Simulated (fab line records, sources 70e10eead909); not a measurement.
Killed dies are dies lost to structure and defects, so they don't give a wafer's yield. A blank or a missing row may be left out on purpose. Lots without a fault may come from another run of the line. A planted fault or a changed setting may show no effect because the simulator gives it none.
Chamber matching | flow nand_harc | NHARC_P_STI_CMP_21 on cmp-02: 4 sister chambers
The step polishes, t overpolish 20 s, target thk 380.67 nm. 14 wafers are shown with their chamber, then 7 later ones without.

WAFERS WITH THEIR CHAMBER
wafer  | chamber | motor_current_A (A) | overpolish_run_s (s) | retaining_ring_pressure_frac
L692.3 | 3       | 11.6                | 19.997               | 1.008
L692.4 | 2       | 10.2                | 20.002               | 1.002
L692.5 | 2       | 10.2                | 20.008               | 1.008
L693.3 | 2       | 10.1                | 20.023               | 0.990
L693.4 | 0       | 10.6                | 19.975               | 0.999
L693.6 | 1       | 9.4                 | 20.005               | 1.005
L695.4 | 1       | 9.6                 | 19.998               | 1.002
L695.5 | 0       | 10.9                | 19.999               | 0.995
L695.6 | 3       | 11.7                | 20.010               | 1.000
L697.1 | 1       | 10.1                | 19.994               | 0.998
L697.3 | 2       | 10.7                | 20.000               | 0.999
L697.4 | 3       | 12.0                | 19.993               | 0.992
L699.1 | 0       | 11.3                | 19.998               | 0.995
L699.4 | 2       | 10.1                | 20.022               | 1.005

SIGNATURES (means of the wafers above)
reading                      | chamber 0 | chamber 1 | chamber 2 | chamber 3 | scatter within a chamber
motor_current_A              | 10.933    | 9.700     | 10.260    | 11.767    | 0.291
overpolish_run_s             | 19.99067  | 19.99900  | 20.01100  | 20.00000  | 0.0103
retaining_ring_pressure_frac | 0.99633   | 1.00167   | 1.00080   | 1.00000   | 0.00595
Rule: a wafer's distance from a chamber is the root of the sum, over the readings, of the square of ((its reading less the chamber's mean) divided by the reading's scatter). The wafer belongs to the nearest chamber; if the next one is less than 2 further off, it can't be placed. The scatter: the root of (the sum of the squares of (reading less its chamber's mean) over the shown wafers, divided by (wafers less chambers)).

WAFERS WITHOUT THEIR CHAMBER
wafer  | motor_current_A (A) | overpolish_run_s (s) | retaining_ring_pressure_frac
L699.6 | 9.9                 | 19.996               | 0.996
L698.2 | 11.6                | 19.990               | 0.991
L698.5 | 12.1                | 20.005               | 0.998
L698.6 | 9.5                 | 20.007               | 1.009
L702.1 | 10.1                | 20.006               | 1.001
L702.2 | 9.4                 | 19.999               | 0.993
L702.3 | 11.3                | 19.999               | 0.994

WHICH CHAMBER EACH WENT THROUGH
wafer  | from the rows above     | in truth
L699.6 | can't be placed: 1 or 2 | 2
L698.2 | can't be placed: 3 or 0 | 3
L698.5 | 3                       | 3
L698.6 | can't be placed: 1 or 2 | 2
L702.1 | can't be placed: 2 or 1 | 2
L702.2 | can't be placed: 1 or 2 | 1
L702.3 | can't be placed: 0 or 3 | 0
Placed correctly: 1 of 7. Can't be placed from these rows: 6 (the true chamber is among the candidates in 6). Placed wrongly: 0.
